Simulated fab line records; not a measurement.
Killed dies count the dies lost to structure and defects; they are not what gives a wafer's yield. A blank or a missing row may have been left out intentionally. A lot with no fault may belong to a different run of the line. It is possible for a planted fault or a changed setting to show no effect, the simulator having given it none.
Which tool was responsible? || flow n5Finfet || 29 wafers from 10 lots sampled at 5 of the route's 1938 steps

== WHAT THE GAUGES SHOWED, per wafer ==
N5_BEOL_M4_RC_MEAS_101. Usual: DIBL_N 36.0 mV/V, standard deviation 1.7; DIBL_P 36.2 mV/V, standard deviation 1.9; IOFF_N 0.154 nA/um, standard deviation 0.028; IOFF_P 0.21 nA/um, standard deviation 0.036; ION_N 675 uA/um, standard deviation 11; ION_P 463 uA/um, standard deviation 8.3; RC_DENSE_P 23.5 ohm.um, standard deviation 0.53; RC_P 19.2 ohm.um, standard deviation 0.42; REXT_P 100.1 ohm.um, standard deviation 2.5; SS_N 71.4 mV/dec, standard deviation 0.63; SS_P 73.2 mV/dec, standard deviation 0.55; VT_N 250.2 mV, standard deviation 3; VT_P -251 mV, standard deviation 3.7.
{"lot": "L613", "measured": "day 9 05:26", "on": "prober-01", "DIBL_N (mV/V)": "35.0 38.3 39.0", "DIBL_P (mV/V)": "33.2 38.5 38.7", "IOFF_N (nA/um)": "0.116 0.186 0.196", "IOFF_P (nA/um)": "0.17 0.26 0.26", "ION_N (uA/um)": "670 688 700", "ION_P (uA/um)": "455 474 477", "RC_DENSE_P (ohm.um)": "23.3 23.1 22.3", "RC_P (ohm.um)": "18.9 18.8 18.4", "REXT_P (ohm.um)": "100.8 98.6 98.6", "SS_N (mV/dec)": "71.2 72.9 72.4", "SS_P (mV/dec)": "73.0 73.9 73.9", "VT_N (mV)": "252.2 245.6 245.2", "VT_P (mV)": "-252 -247 -246", "flag": ""}
{"lot": "L614", "measured": "day 13 19:13", "on": "prober-01", "DIBL_N (mV/V)": "34.5 36.8 37.0", "DIBL_P (mV/V)": "35.1 38.3 39.3", "IOFF_N (nA/um)": "0.143 0.181 0.202", "IOFF_P (nA/um)": "0.19 0.23 0.26", "ION_N (uA/um)": "664 683 688", "ION_P (uA/um)": "458 470 469", "RC_DENSE_P (ohm.um)": "23.7 23.6 23.5", "RC_P (ohm.um)": "19.3 19.2 19.4", "REXT_P (ohm.um)": "99.7 97.9 99.4", "SS_N (mV/dec)": "71.8 71.7 72.3", "SS_P (mV/dec)": "73.2 74.0 73.5", "VT_N (mV)": "250.0 249.0 244.7", "VT_P (mV)": "-254 -251 -247", "flag": ""}
{"lot": "L615", "measured": "day 11 04:26", "on": "prober-02", "DIBL_N (mV/V)": "32.7 35.9 36.7", "DIBL_P (mV/V)": "32.2 34.8 36.0", "IOFF_N (nA/um)": "0.103 0.140 0.152", "IOFF_P (nA/um)": "0.16 0.19 0.20", "ION_N (uA/um)": "668 672 678", "ION_P (uA/um)": "463 457 458", "RC_DENSE_P (ohm.um)": "23.4 23.0 23.1", "RC_P (ohm.um)": "19.0 18.8 18.7", "REXT_P (ohm.um)": "98.9 99.1 98.9", "SS_N (mV/dec)": "70.7 70.7 70.6", "SS_P (mV/dec)": "72.2 73.0 73.6", "VT_N (mV)": "255.7 251.5 250.0", "VT_P (mV)": "-256 -255 -251", "flag": ""}
{"lot": "L618", "measured": "day 12 00:50", "on": "prober-02", "DIBL_N (mV/V)": "34.7 35.7 35.7", "DIBL_P (mV/V)": "35.6 36.4 36.5", "IOFF_N (nA/um)": "0.134 0.155 0.146", "IOFF_P (nA/um)": "0.18 0.20 0.19", "ION_N (uA/um)": "666 679 674", "ION_P (uA/um)": "460 461 465", "RC_DENSE_P (ohm.um)": "22.4 22.7 24.2", "RC_P (ohm.um)": "18.5 18.4 19.8", "REXT_P (ohm.um)": "104.4 104.3 105.1", "SS_N (mV/dec)": "71.4 71.4 71.2", "SS_P (mV/dec)": "72.7 72.8 72.5", "VT_N (mV)": "252.2 248.9 249.6", "VT_P (mV)": "-252 -251 -251", "flag": ""}
{"lot": "L620", "measured": "day 12 12:19", "on": "prober-01", "DIBL_N (mV/V)": "32.5 35.8 33.1", "DIBL_P (mV/V)": "32.9 37.7 34.8", "IOFF_N (nA/um)": "0.102 0.158 0.113", "IOFF_P (nA/um)": "0.15 0.21 0.17", "ION_N (uA/um)": "657 673 662", "ION_P (uA/um)": "452 465 463", "RC_DENSE_P (ohm.um)": "23.5 24.4 23.6", "RC_P (ohm.um)": "19.3 19.6 19.4", "REXT_P (ohm.um)": "103.0 103.7 101.4", "SS_N (mV/dec)": "70.8 71.1 70.6", "SS_P (mV/dec)": "71.7 73.0 72.3", "VT_N (mV)": "255.7 249.3 252.1", "VT_P (mV)": "-254 -248 -254", "flag": ""}
{"lot": "L621", "measured": "day 12 18:04", "on": "prober-02", "DIBL_N (mV/V)": "35.3 37.6 35.9", "DIBL_P (mV/V)": "34.8 36.5 35.5", "IOFF_N (nA/um)": "0.139 0.168 0.142", "IOFF_P (nA/um)": "0.19 0.21 0.19", "ION_N (uA/um)": "680 674 670", "ION_P (uA/um)": "463 459 453", "RC_DENSE_P (ohm.um)": "23.4 23.7 24.2", "RC_P (ohm.um)": "19.1 19.5 19.6", "REXT_P (ohm.um)": "97.8 99.8 100.2", "SS_N (mV/dec)": "71.2 72.3 71.2", "SS_P (mV/dec)": "73.5 73.3 73.5", "VT_N (mV)": "248.6 250.2 251.0", "VT_P (mV)": "-253 -250 -254", "flag": ""}
{"lot": "L623", "measured": "day 13 09:31", "on": "prober-01", "DIBL_N (mV/V)": "38.1 36.0 37.3", "DIBL_P (mV/V)": "39.2 36.2 37.9", "IOFF_N (nA/um)": "0.194 0.148 0.170", "IOFF_P (nA/um)": "0.22 0.17 0.20", "ION_N (uA/um)": "699 669 677", "ION_P (uA/um)": "468 449 454", "RC_DENSE_P (ohm.um)": "24.1 25.0 23.9", "RC_P (ohm.um)": "19.7 20.3 19.3", "REXT_P (ohm.um)": "98.1 99.9 97.7", "SS_N (mV/dec)": "71.7 71.4 71.6", "SS_P (mV/dec)": "73.8 73.2 73.6", "VT_N (mV)": "248.7 251.7 249.3", "VT_P (mV)": "-251 -256 -255", "flag": ""}
{"lot": "L624", "measured": "day 13 12:22", "on": "prober-02", "DIBL_N (mV/V)": "35.6 37.3 38.7", "DIBL_P (mV/V)": "36.0 38.0 38.1", "IOFF_N (nA/um)": "0.124 0.157 0.185", "IOFF_P (nA/um)": "0.18 0.21 0.22", "ION_N (uA/um)": "651 668 668", "ION_P (uA/um)": "450 456 457", "RC_DENSE_P (ohm.um)": "23.6 23.4 22.9", "RC_P (ohm.um)": "19.3 19.1 18.7", "REXT_P (ohm.um)": "99.7 99.5 98.0", "SS_N (mV/dec)": "71.6 72.5 72.8", "SS_P (mV/dec)": "72.4 72.9 73.2", "VT_N (mV)": "252.7 251.6 248.1", "VT_P (mV)": "-252 -251 -249", "flag": ""}
{"lot": "L629", "measured": "day 14 18:20", "on": "prober-01", "DIBL_N (mV/V)": "34.8 32.6 35.5", "DIBL_P (mV/V)": "35.1 32.5 35.8", "IOFF_N (nA/um)": "0.140 0.105 0.151", "IOFF_P (nA/um)": "0.18 0.15 0.20", "ION_N (uA/um)": "665 658 662", "ION_P (uA/um)": "452 454 457", "RC_DENSE_P (ohm.um)": "23.1 21.9 23.5", "RC_P (ohm.um)": "18.7 18.0 19.2", "REXT_P (ohm.um)": "96.7 94.7 94.7", "SS_N (mV/dec)": "71.5 70.6 70.9", "SS_P (mV/dec)": "73.5 73.3 73.1", "VT_N (mV)": "250.6 256.1 249.8", "VT_P (mV)": "-255 -255 -253", "flag": ""}
{"lot": "L633", "measured": "day 15 06:32", "on": "prober-02", "DIBL_N (mV/V)": "35.8 34.3", "DIBL_P (mV/V)": "36.0 33.4", "IOFF_N (nA/um)": "0.154 0.134", "IOFF_P (nA/um)": "0.23 0.17", "ION_N (uA/um)": "668 668", "ION_P (uA/um)": "470 448", "RC_DENSE_P (ohm.um)": "23.9 27.7", "RC_P (ohm.um)": "19.6 22.6", "REXT_P (ohm.um)": "100.2 115.0", "SS_N (mV/dec)": "70.8 70.7", "SS_P (mV/dec)": "72.6 72.6", "VT_N (mV)": "248.9 252.2", "VT_P (mV)": "-245 -249", "flag": "OFF"}

== TOOL THAT RAN EACH LOT (tool first, then ch and the chambers of the sampled wafers, then the start) ==
{"lot": "L613", "N5_SD_EPI_P_ETCH_47": "rieDiel-02 ch 0,2,3, day 3 21:49", "N5_BEOL_M4_SPUTTER_96": "pvdSputter-03, day 9 04:20", "N5_BEOL_M4_PRE_CLEAN_60": "cvdCo-01 ch 1,2, day 9 05:10", "N5_BEOL_M4_CO_CAP_55": "cvdCo-01 ch 1,2, day 9 05:13"}
{"lot": "L614", "N5_SD_EPI_P_ETCH_47": "rieDiel-06 ch 2,3, day 3 22:07", "N5_BEOL_M4_SPUTTER_96": "pvdSputter-02, day 13 17:42", "N5_BEOL_M4_PRE_CLEAN_60": "cvdCo-02 ch 0,1, day 13 18:36", "N5_BEOL_M4_CO_CAP_55": "cvdCo-02 ch 0,1, day 13 18:38"}
{"lot": "L615", "N5_SD_EPI_P_ETCH_47": "rieDiel-02 ch 0,3, day 4 09:25", "N5_BEOL_M4_SPUTTER_96": "pvdSputter-02, day 11 02:53", "N5_BEOL_M4_PRE_CLEAN_60": "cvdCo-01 ch 0,1,2, day 11 03:43", "N5_BEOL_M4_CO_CAP_55": "cvdCo-01 ch 0,1,2, day 11 03:47"}
{"lot": "L618", "N5_SD_EPI_P_ETCH_47": "rieDiel-02 ch 0,1, day 4 17:57", "N5_BEOL_M4_SPUTTER_96": "pvdSputter-03, day 11 23:35", "N5_BEOL_M4_PRE_CLEAN_60": "cvdCo-02 ch 0,2, day 12 00:25", "N5_BEOL_M4_CO_CAP_55": "cvdCo-02 ch 0,2, day 12 00:27"}
{"lot": "L620", "N5_SD_EPI_P_ETCH_47": "rieDiel-02 ch 0,1,3, day 5 09:53", "N5_BEOL_M4_SPUTTER_96": "pvdSputter-03, day 12 11:13", "N5_BEOL_M4_PRE_CLEAN_60": "cvdCo-01 ch 0,1, day 12 12:02", "N5_BEOL_M4_CO_CAP_55": "cvdCo-01 ch 0,1, day 12 12:05"}
{"lot": "L621", "N5_SD_EPI_P_ETCH_47": "rieDiel-04 ch 1,2,3, day 5 10:02", "N5_BEOL_M4_SPUTTER_96": "pvdSputter-01, day 12 16:49", "N5_BEOL_M4_PRE_CLEAN_60": "cvdCo-02 ch 0,1, day 12 17:38", "N5_BEOL_M4_CO_CAP_55": "cvdCo-02 ch 0,1, day 12 17:41"}
{"lot": "L623", "N5_SD_EPI_P_ETCH_47": "rieDiel-02 ch 0,1, day 6 02:14", "N5_BEOL_M4_SPUTTER_96": "pvdSputter-03, day 13 06:07", "N5_BEOL_M4_PRE_CLEAN_60": "cvdCo-01 ch 0,1, day 13 09:14", "N5_BEOL_M4_CO_CAP_55": "cvdCo-01 ch 0,1, day 13 09:17"}
{"lot": "L624", "N5_SD_EPI_P_ETCH_47": "rieDiel-06 ch 1,2,3, day 6 11:11", "N5_BEOL_M4_SPUTTER_96": "pvdSputter-01, day 13 10:56", "N5_BEOL_M4_PRE_CLEAN_60": "cvdCo-01 ch 1,2, day 13 11:56", "N5_BEOL_M4_CO_CAP_55": "cvdCo-01 ch 1,2, day 13 11:59"}
{"lot": "L629", "N5_SD_EPI_P_ETCH_47": "rieDiel-02 ch 0,2,3, day 7 12:10", "N5_BEOL_M4_SPUTTER_96": "pvdSputter-01, day 14 16:33", "N5_BEOL_M4_PRE_CLEAN_60": "cvdCo-02 ch 1,2, day 14 17:51", "N5_BEOL_M4_CO_CAP_55": "cvdCo-02 ch 1,2, day 14 17:55"}
{"lot": "L633", "N5_SD_EPI_P_ETCH_47": "rieDiel-02 ch 1,3, day 8 14:27", "N5_BEOL_M4_SPUTTER_96": "pvdSputter-03, day 15 05:25", "N5_BEOL_M4_PRE_CLEAN_60": "cvdCo-01 ch 0, day 15 06:15", "N5_BEOL_M4_CO_CAP_55": "cvdCo-01 ch 0, day 15 06:17"}
- N5_SD_EPI_P_ETCH_47: etches SiOCN in CH3F/O2, target depth 25 nm.
- N5_BEOL_M4_SPUTTER_96: material Cu, target thk 4.5 nm, time 8.29 s.
- N5_BEOL_M4_PRE_CLEAN_60: time 15 s.
- N5_BEOL_M4_CO_CAP_55: material Co, precursor CCTBA/H2, target thk 2 nm, time 102.1 s.

== WHAT THE TOOLS THEMSELVES READ (means of the sampled wafers that have a number; where no wafer has one, the mark that the record gives instead) ==
N5_SD_EPI_P_ETCH_47. Usual: drypumpMotorCurrentA 5.6 A, standard deviation 0.32; oes_o_777_au 0.75 a.u., standard deviation 0.07; oesProductAu 0.74 a.u., standard deviation 0.069; rfVppV 127.6 V, standard deviation 2.8; showerheadPlenumPTorr 1.98 Torr, standard deviation 0.063; throttleValvePct 16.38 %, standard deviation 0.19.
{"lot": "L613", "tool": "rieDiel-02", "drypumpMotorCurrentA (A)": 5.5, "oes_o_777_au (a.u.)": 0.73, "oesProductAu (a.u.)": 0.72, "rfVppV (V)": 128.2, "showerheadPlenumPTorr (Torr)": 2.01, "throttleValvePct (%)": 16.40, "flag": ""}
{"lot": "L614", "tool": "rieDiel-06", "drypumpMotorCurrentA (A)": 5.3, "oes_o_777_au (a.u.)": 0.77, "oesProductAu (a.u.)": 0.76, "rfVppV (V)": 128.8, "showerheadPlenumPTorr (Torr)": 1.98, "throttleValvePct (%)": 16.53, "flag": ""}
{"lot": "L615", "tool": "rieDiel-02", "drypumpMotorCurrentA (A)": 5.6, "oes_o_777_au (a.u.)": 0.73, "oesProductAu (a.u.)": 0.73, "rfVppV (V)": 125.8, "showerheadPlenumPTorr (Torr)": 2.00, "throttleValvePct (%)": 16.48, "flag": ""}
{"lot": "L618", "tool": "rieDiel-02", "drypumpMotorCurrentA (A)": 5.6, "oes_o_777_au (a.u.)": 0.71, "oesProductAu (a.u.)": 0.72, "rfVppV (V)": 128.3, "showerheadPlenumPTorr (Torr)": 2.00, "throttleValvePct (%)": 16.33, "flag": ""}
{"lot": "L620", "tool": "rieDiel-02", "drypumpMotorCurrentA (A)": 5.8, "oes_o_777_au (a.u.)": 0.72, "oesProductAu (a.u.)": 0.72, "rfVppV (V)": 126.7, "showerheadPlenumPTorr (Torr)": 1.98, "throttleValvePct (%)": 16.34, "flag": ""}
{"lot": "L621", "tool": "rieDiel-04", "drypumpMotorCurrentA (A)": 5.7, "oes_o_777_au (a.u.)": 0.73, "oesProductAu (a.u.)": 0.72, "rfVppV (V)": 126.9, "showerheadPlenumPTorr (Torr)": 1.99, "throttleValvePct (%)": 16.48, "flag": ""}
{"lot": "L623", "tool": "rieDiel-02", "drypumpMotorCurrentA (A)": 5.6, "oes_o_777_au (a.u.)": 0.70, "oesProductAu (a.u.)": 0.71, "rfVppV (V)": 128.4, "showerheadPlenumPTorr (Torr)": 2.00, "throttleValvePct (%)": 16.36, "flag": ""}
{"lot": "L624", "tool": "rieDiel-06", "drypumpMotorCurrentA (A)": 5.4, "oes_o_777_au (a.u.)": 0.75, "oesProductAu (a.u.)": 0.75, "rfVppV (V)": 129.1, "showerheadPlenumPTorr (Torr)": 1.97, "throttleValvePct (%)": 16.46, "flag": ""}
{"lot": "L629", "tool": "rieDiel-02", "drypumpMotorCurrentA (A)": 5.5, "oes_o_777_au (a.u.)": 0.70, "oesProductAu (a.u.)": 0.71, "rfVppV (V)": 128.7, "showerheadPlenumPTorr (Torr)": 1.99, "throttleValvePct (%)": 16.46, "flag": ""}
{"lot": "L633", "tool": "rieDiel-02", "drypumpMotorCurrentA (A)": 5.8, "oes_o_777_au (a.u.)": 0.71, "oesProductAu (a.u.)": 0.71, "rfVppV (V)": 125.1, "showerheadPlenumPTorr (Torr)": 1.93, "throttleValvePct (%)": 16.30, "flag": ""}

N5_BEOL_M4_SPUTTER_96. Usual: throttleValvePct reads 30.2 % (standard deviation 0.73).
{"lot": "L613", "tool": "pvdSputter-03", "throttleValvePct (%)": 29.8, "flag": ""}
{"lot": "L614", "tool": "pvdSputter-02", "throttleValvePct (%)": 30.5, "flag": ""}
{"lot": "L615", "tool": "pvdSputter-02", "throttleValvePct (%)": 30.2, "flag": ""}
{"lot": "L618", "tool": "pvdSputter-03", "throttleValvePct (%)": 29.6, "flag": ""}
{"lot": "L620", "tool": "pvdSputter-03", "throttleValvePct (%)": 30.0, "flag": ""}
{"lot": "L621", "tool": "pvdSputter-01", "throttleValvePct (%)": 29.9, "flag": ""}
{"lot": "L623", "tool": "pvdSputter-03", "throttleValvePct (%)": 30.4, "flag": ""}
{"lot": "L624", "tool": "pvdSputter-01", "throttleValvePct (%)": 30.4, "flag": ""}
{"lot": "L629", "tool": "pvdSputter-01", "throttleValvePct (%)": 31.0, "flag": ""}
{"lot": "L633", "tool": "pvdSputter-03", "throttleValvePct (%)": 29.6, "flag": ""}

N5_BEOL_M4_PRE_CLEAN_60. Usual: heaterPowerW reads 87 W (standard deviation 8.5).
{"lot": "L613", "tool": "cvdCo-01", "heaterPowerW (W)": 85, "flag": ""}
{"lot": "L614", "tool": "cvdCo-02", "heaterPowerW (W)": 97, "flag": ""}
{"lot": "L615", "tool": "cvdCo-01", "heaterPowerW (W)": 84, "flag": ""}
{"lot": "L618", "tool": "cvdCo-02", "heaterPowerW (W)": 81, "flag": ""}
{"lot": "L620", "tool": "cvdCo-01", "heaterPowerW (W)": 81, "flag": ""}
{"lot": "L621", "tool": "cvdCo-02", "heaterPowerW (W)": 96, "flag": ""}
{"lot": "L623", "tool": "cvdCo-01", "heaterPowerW (W)": 80, "flag": ""}
{"lot": "L624", "tool": "cvdCo-01", "heaterPowerW (W)": 86, "flag": ""}
{"lot": "L629", "tool": "cvdCo-02", "heaterPowerW (W)": 83, "flag": ""}
{"lot": "L633", "tool": "cvdCo-01", "heaterPowerW (W)": 78, "flag": ""}

N5_BEOL_M4_CO_CAP_55. Usual: heaterPowerW reads 238 W (standard deviation 11).
{"lot": "L613", "tool": "cvdCo-01", "heaterPowerW (W)": 235, "flag": ""}
{"lot": "L614", "tool": "cvdCo-02", "heaterPowerW (W)": 251, "flag": ""}
{"lot": "L615", "tool": "cvdCo-01", "heaterPowerW (W)": 235, "flag": ""}
{"lot": "L618", "tool": "cvdCo-02", "heaterPowerW (W)": 228, "flag": ""}
{"lot": "L620", "tool": "cvdCo-01", "heaterPowerW (W)": 228, "flag": ""}
{"lot": "L621", "tool": "cvdCo-02", "heaterPowerW (W)": 251, "flag": ""}
{"lot": "L623", "tool": "cvdCo-01", "heaterPowerW (W)": 227, "flag": ""}
{"lot": "L624", "tool": "cvdCo-01", "heaterPowerW (W)": 236, "flag": ""}
{"lot": "L629", "tool": "cvdCo-02", "heaterPowerW (W)": 236, "flag": ""}
{"lot": "L633", "tool": "cvdCo-01", "heaterPowerW (W)": 229, "flag": ""}

== THE ANSWER, worked out from the rows above alone ==
Rule: a lot counts as off when the mean over its wafers that have a number is more than 3 standard deviations away from the usual mean. Also off: a lot with no number at a reading for which 4 or more lots have one. Any other lot the step has rows for is counted as sound. Order of review: gauges by route order, followed by the tools' own readings, for which a lot's mean as printed above is used. The first step at which some lot is off is used, and at that step the reading that is off furthest; a lot without a number counts as furthest.
Off: L633, at N5_BEOL_M4_RC_MEAS_101 (RC_P).
If a tool, at a process step before that reading, ran all the lots that are off and no sound lot after the first of them, it fits. Those tools and the gauges at N5_BEOL_M4_RC_MEAS_101 are tried in the same way. Can't be told from this: 4 tools fit, rieDiel-02 at N5_SD_EPI_P_ETCH_47, pvdSputter-03 at N5_BEOL_M4_SPUTTER_96, cvdCo-01 at N5_BEOL_M4_PRE_CLEAN_60 and N5_BEOL_M4_CO_CAP_55, prober-02 at N5_BEOL_M4_RC_MEAS_101.

== WHAT THE SIMULATOR HAD PUT IN ==
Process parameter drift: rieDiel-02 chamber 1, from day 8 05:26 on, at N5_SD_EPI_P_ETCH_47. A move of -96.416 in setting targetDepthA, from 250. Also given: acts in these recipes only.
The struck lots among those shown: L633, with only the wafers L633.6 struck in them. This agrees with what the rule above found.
